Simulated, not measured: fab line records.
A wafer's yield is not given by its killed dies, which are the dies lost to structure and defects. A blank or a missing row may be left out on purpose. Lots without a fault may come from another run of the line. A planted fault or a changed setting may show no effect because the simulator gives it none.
Matching of chambers / flow nand harc / rie diel-11 running NHARC_A_BLC_DESCUM_15: 4 sister chambers
The step chemistry O2, time 3 s. 4 wafers are shown with their chamber, then 9 later ones without.

== EACH WAFER AND ITS CHAMBER ==
wafer=L083.1; chamber=2; rf vpp V (V)=58.2
wafer=L087.1; chamber=1; rf vpp V (V)=59.7
wafer=L089.4; chamber=3; rf vpp V (V)=59.0
wafer=L089.6; chamber=0; rf vpp V (V)=57.3

== WAFERS MISSING THEIR CHAMBER ==
wafer=L090.2; rf vpp V (V)=57.1
wafer=L090.4; rf vpp V (V)=58.0
wafer=L090.5; rf vpp V (V)=56.7
wafer=L092.1; rf vpp V (V)=56.0
wafer=L092.3; rf vpp V (V)=58.4
wafer=L092.6; rf vpp V (V)=56.8
wafer=L095.2; rf vpp V (V)=59.3
wafer=L095.3; rf vpp V (V)=59.5
wafer=L095.6; rf vpp V (V)=58.8

== THE CHAMBER EACH PASSED THROUGH ==
wafer=L090.2; from the rows above=can't be placed: 0 or 2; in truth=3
wafer=L090.4; from the rows above=can't be placed: 2 or 0 or 3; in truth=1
wafer=L090.5; from the rows above=can't be placed: 0 or 2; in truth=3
wafer=L092.1; from the rows above=can't be placed: 0 or 2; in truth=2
wafer=L092.3; from the rows above=can't be placed: 2 or 3 or 0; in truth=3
wafer=L092.6; from the rows above=can't be placed: 0 or 2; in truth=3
wafer=L095.2; from the rows above=can't be placed: 3 or 1 or 2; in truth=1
wafer=L095.3; from the rows above=can't be placed: 1 or 3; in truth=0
wafer=L095.6; from the rows above=can't be placed: 3 or 2 or 1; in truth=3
Correct placement for 0 of the 9. Unplaceable from these rows: 9, with the true chamber sitting among the candidates in 4. Number placed wrongly: 0.
How it was worked out, from the rows above alone: a wafer's distance from a chamber is the root of the sum, over the readings, of the square of ((its reading less the chamber's mean) divided by the reading's scatter). The wafer belongs to the nearest chamber; if the next one is less than 2 further off, it can't be placed. A chamber's mean is the mean of its shown wafers. The scatter (one wafer shown for each chamber): square how far every hidden wafer sits from the nearest shown wafer, average those squares and take the square root.
